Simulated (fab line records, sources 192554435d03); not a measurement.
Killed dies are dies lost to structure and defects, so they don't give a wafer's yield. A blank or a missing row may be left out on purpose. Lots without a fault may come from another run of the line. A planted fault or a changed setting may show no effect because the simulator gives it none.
Chamber matching | flow n5_finfet | N5_BEOL_M3_ALD_84 on ald_metal-01: 4 sister chambers
The step deposits TaN, pulse time 2 s, purge time 3 s, co reactant purge time 2 s. 8 wafers are shown with their chamber, then 7 later ones without.

WAFERS WITH THEIR CHAMBER
wafer  | chamber | heater_power_w (W)
L079.1 | 1       | 390
L079.5 | 1       | 384
L081.2 | 0       | 524
L080.4 | 0       | 526
L083.3 | 2       | 483
L083.5 | 3       | 455
L084.2 | 2       | 472
L084.3 | 3       | 457

WAFERS WITHOUT THEIR CHAMBER
wafer  | heater_power_w (W)
L084.5 | 446
L093.2 | 482
L093.4 | 390
L093.5 | 470
L095.2 | 444
L095.5 | 532
L095.6 | 449

WHICH CHAMBER EACH WENT THROUGH
wafer  | from the rows above     | in truth
L084.5 | 3                       | 3
L093.2 | 2                       | 2
L093.4 | 1                       | 1
L093.5 | can't be placed: 2 or 3 | 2
L095.2 | 3                       | 3
L095.5 | 0                       | 0
L095.6 | 3                       | 3
Placed correctly: 6 of 7. Can't be placed from these rows: 1 (the true chamber is among the candidates in 1). Placed wrongly: 0.
How it was worked out, from the rows above alone: a wafer's distance from a chamber is the root of the sum, over the readings, of the square of ((its reading less the chamber's mean) divided by the reading's scatter). The wafer belongs to the nearest chamber; if the next one is less than 2 further off, it can't be placed. A chamber's mean is the mean of its shown wafers. The scatter: the root of (the sum of the squares of (reading less its chamber's mean) over the shown wafers, divided by (wafers less chambers)).
